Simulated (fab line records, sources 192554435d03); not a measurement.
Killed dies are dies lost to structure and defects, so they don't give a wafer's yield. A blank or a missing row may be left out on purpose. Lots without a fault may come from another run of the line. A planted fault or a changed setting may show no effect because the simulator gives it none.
Chamber matching | flow n5_finfet | N5_DUMMY_GATE_ETCH_36 on rie_diel-02: 4 sister chambers
The step etches SiARC in CF4, target depth 13 nm. 8 wafers are shown with their chamber, then 11 later ones without.

WAFERS WITH THEIR CHAMBER
wafer  | chamber | showerhead_plenum_p_Torr (Torr) | drypump_motor_current_A (A)
L076.1 | 3       | 2.27                            | 5.7
L078.3 | 3       | 2.26                            | 5.7
L083.2 | 1       | 2.14                            | 5.9
L083.3 | 0       | 2.15                            | 4.7
L084.2 | 2       | 2.11                            | 5.8
L084.4 | 2       | 2.11                            | 5.8
L084.5 | 1       | 2.14                            | 6.0
L086.1 | 0       | 2.14                            | 4.7

WAFERS WITHOUT THEIR CHAMBER
wafer  | showerhead_plenum_p_Torr (Torr) | drypump_motor_current_A (A)
L086.3 | 2.26                            | 5.7
L086.4 | 2.14                            | 6.0
L088.3 | 2.14                            | 4.7
L088.4 | 2.26                            | 5.7
L088.5 | 2.14                            | 4.8
L093.3 | 2.10                            | 5.8
L093.4 | 2.26                            | 5.7
L093.6 | 2.11                            | 5.8
L096.2 | 2.10                            | 5.8
L096.3 | 2.14                            | 4.8
L096.4 | 2.25                            | 5.7

WHICH CHAMBER EACH WENT THROUGH
wafer  | from the rows above | in truth
L086.3 | 3                   | 3
L086.4 | 1                   | 1
L088.3 | 0                   | 0
L088.4 | 3                   | 3
L088.5 | 0                   | 0
L093.3 | 2                   | 2
L093.4 | 3                   | 3
L093.6 | 2                   | 2
L096.2 | 2                   | 2
L096.3 | 0                   | 0
L096.4 | 3                   | 3
Placed correctly: 11 of 11. Can't be placed from these rows: 0. Placed wrongly: 0.
How it was worked out, from the rows above alone: a wafer's distance from a chamber is the root of the sum, over the readings, of the square of ((its reading less the chamber's mean) divided by the reading's scatter). The wafer belongs to the nearest chamber; if the next one is less than 2 further off, it can't be placed. A chamber's mean is the mean of its shown wafers. The scatter: the root of (the sum of the squares of (reading less its chamber's mean) over the shown wafers, divided by (wafers less chambers)).
